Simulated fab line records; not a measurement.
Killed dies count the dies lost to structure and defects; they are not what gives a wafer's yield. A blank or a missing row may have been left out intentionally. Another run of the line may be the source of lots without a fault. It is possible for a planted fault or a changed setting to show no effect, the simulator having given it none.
Matching of chambers | flow n5_finfet | N5_BEOL_M14_ETCH_68 on rie_diel-06 has 4 sister chambers
The step etches SOC in N2/H2, time 450 s. 4 wafers are shown with their chamber, then 8 later ones without.

== EACH WAFER AND ITS CHAMBER ==
wafer  | chamber | showerhead_plenum_p_Torr (Torr)
L085.3 | 1       | 2.50
L085.4 | 0       | 2.63
L085.5 | 2       | 2.48
L087.3 | 3       | 2.62

== WAFERS MISSING THEIR CHAMBER ==
wafer  | showerhead_plenum_p_Torr (Torr)
L087.5 | 2.48
L087.6 | 2.62
L088.1 | 2.48
L088.3 | 2.62
L088.4 | 2.50
L093.1 | 2.47
L093.2 | 2.49
L093.4 | 2.62

== EACH ONE'S CHAMBER ==
wafer  | from the rows above     | in truth
L087.5 | 2                       | 2
L087.6 | 3                       | 3
L088.1 | 2                       | 2
L088.3 | 3                       | 3
L088.4 | 1                       | 1
L093.1 | 2                       | 2
L093.2 | can't be placed: 1 or 2 | 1
L093.4 | 3                       | 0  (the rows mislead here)
6 of 8 placed correctly. These rows do not allow placing 1 (true chamber among the candidates in 1). 1 placed wrongly.
How it was worked out, from the rows above alone: a wafer's distance from a chamber is the root of the sum, over the readings, of the square of ((its reading less the chamber's mean) divided by the reading's scatter). The wafer belongs to the nearest chamber; if the next one is less than 2 further off, it can't be placed. For every chamber, the mean is computed from those of its wafers that are shown. The scatter: root of mean squared gap, hidden wafer to nearest shown wafer, with one shown wafer a chamber.
